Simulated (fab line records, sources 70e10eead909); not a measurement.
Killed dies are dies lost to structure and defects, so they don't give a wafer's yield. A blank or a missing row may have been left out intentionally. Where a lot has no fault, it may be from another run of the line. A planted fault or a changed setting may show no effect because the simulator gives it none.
One fault seen from 3 desks -- flow nand_harc -- every desk sees just its own numbers, and what lay behind them comes last

THE DEFECT DESK
Lot by lot, what the route's inspections counted, given as the mean of those sampled wafers with a number. The brackets show how far a lot's mean lies from the usual mean; more than 4 standard deviations puts the lot out of limits, marked OUT.
Columns: A = raw_defect_count at NHARC_P_STI_INSPECT_11, usual 5.2
lot,first seen here,A
L836,day 3 16:41,5.7
L837,day 4 01:37,3.3
L838,day 4 13:50,6.0
L839,day 4 22:17,3.7
L842,day 6 05:59,6.7
L843,day 6 14:09,9.0
L845,day 7 10:14,4.0
L846,day 8 00:51,6.7
L851,day 9 20:20,7.0
L852,day 10 06:34,5.3
L854,day 11 03:20,6.3
L855,day 11 13:30,5.0
L857,day 12 12:04,7.7
This desk's verdict: no lot among the 13 shows anything out of limits.

TOOL OWNER'S DESK, rie_si-02
The tool's own readings at NHARC_P_ZERO_WELL_ETCH_63 (etches the open film in HBr/Cl2, target depth 120 nm, time 40.1 s): means of the sampled wafers that have a number, for each lot that ran on this tool. The brackets show how far a lot's mean lies from the usual mean; more than 4 standard deviations puts the lot out of limits, marked OUT.
Columns: A = drypump_motor_current_A at NHARC_P_ZERO_WELL_ETCH_63, usual 5.9 A; B = oes_product_au at NHARC_P_ZERO_WELL_ETCH_63, usual 1.000 a.u.; C = throttle_valve_pct at NHARC_P_ZERO_WELL_ETCH_63, usual 26.406 %
lot,first seen here,A,B,C
L837,day 3 03:40,5.8,1.002,26.405
L843,day 5 15:32,5.9,1.000,26.409
L851,day 8 23:41,5.8,0.998,26.402
L852,day 9 09:40,5.8,1.208 (+25) OUT,26.405
L854,day 10 05:34,5.8,1.208 (+25) OUT,26.404
L855,day 10 15:40,5.8,1.202 (+25) OUT,26.404
This desk finds L852, L854, L855 out of limits, L852 being first, at day 9 09:40 (oes_product_au at NHARC_P_ZERO_WELL_ETCH_63). Within limits: L837, L843, L851.

METROLOGY DESK
Means of the sampled wafers that have a number, per lot and without regard to the tool the lot ran on: this is what the gauges read. The brackets show how far a lot's mean lies from the usual mean; more than 4 standard deviations puts the lot out of limits, marked OUT.
Columns: A = overlay_x_nm at NHARC_P_STI_OVL_MEAS_10, usual 1 nm; B = overlay_y_nm at NHARC_P_STI_OVL_MEAS_10, usual -1 nm
lot,first seen here,A,B
L836,day 3 16:40,-4,-3
L837,day 4 01:35,-5,4
L838,day 4 13:47,-6,-5
L839,day 4 22:15,-5,-5
L842,day 6 05:56,5,0
L843,day 6 14:07,7,4
L845,day 7 10:12,-4,5
L846,day 8 00:49,7,3
L851,day 9 20:19,0,5
L852,day 10 06:31,-10,-6
L854,day 11 03:17,7,4
L855,day 11 13:28,9,-8
L857,day 12 12:02,9,-1
This desk's verdict: no lot among the 13 shows anything out of limits.

BROUGHT TOGETHER
At day 9 09:40, on L852, L854, L855, the tool owner's desk was in a position to raise an alarm.
No out-of-limits result turned up at the defect desk.
Nothing out of limits was seen by the metrology desk.
The defect desk has L852, L854, L855 on record, within its limits.
The metrology desk holds a record of L852, L854, L855, inside its limits.
Every lot named ran NHARC_P_ZERO_WELL_ETCH_63 on rie_si-02.

WHAT THE SIMULATOR HAD PUT IN
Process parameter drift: rie_si-02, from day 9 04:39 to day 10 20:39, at NHARC_P_ZERO_WELL_ETCH_63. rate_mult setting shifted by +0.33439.
Struck lots among those shown: L852, L854, L855.
Delay in hours, fault start to first out-of-limits reading, by desk: the tool owner's desk at 5.
